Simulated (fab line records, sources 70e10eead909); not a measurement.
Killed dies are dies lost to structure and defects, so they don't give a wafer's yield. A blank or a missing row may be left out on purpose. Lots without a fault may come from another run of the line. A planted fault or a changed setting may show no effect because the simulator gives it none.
Chamber matching | flow nand_harc | NHARC_A_CONTACT_ETCH_90 on rie_diel-05: 4 sister chambers
The step etches the open film in CH3F/O2, target depth 40 nm, time 85.7 s. 4 wafers are shown with their chamber, then 11 later ones without.

WAFERS WITH THEIR CHAMBER
wafer  | chamber | showerhead_plenum_p_Torr (Torr)
L090.1 | 2       | 2.65
L090.3 | 1       | 2.58
L090.5 | 3       | 2.49
L088.4 | 0       | 2.60

WAFERS WITHOUT THEIR CHAMBER
wafer  | showerhead_plenum_p_Torr (Torr)
L088.5 | 2.58
L088.6 | 2.60
L095.2 | 2.49
L095.3 | 2.59
L095.6 | 2.59
L097.2 | 2.58
L097.3 | 2.64
L097.6 | 2.48
L096.1 | 2.59
L096.2 | 2.58
L096.6 | 2.49

WHICH CHAMBER EACH WENT THROUGH
wafer  | from the rows above     | in truth
L088.5 | 1                       | 1
L088.6 | 0                       | 0
L095.2 | 3                       | 3
L095.3 | can't be placed: 1 or 0 | 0
L095.6 | can't be placed: 1 or 0 | 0
L097.2 | 1                       | 1
L097.3 | 2                       | 2
L097.6 | 3                       | 3
L096.1 | can't be placed: 1 or 0 | 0
L096.2 | 1                       | 1
L096.6 | 3                       | 3
Placed correctly: 8 of 11. Can't be placed from these rows: 3 (the true chamber is among the candidates in 3). Placed wrongly: 0.
How it was worked out, from the rows above alone: a wafer's distance from a chamber is the root of the sum, over the readings, of the square of ((its reading less the chamber's mean) divided by the reading's scatter). The wafer belongs to the nearest chamber; if the next one is less than 2 further off, it can't be placed. A chamber's mean is the mean of its shown wafers. The scatter: with one shown wafer a chamber, the root of the mean of the squares of how far each hidden wafer lies from its nearest shown one.
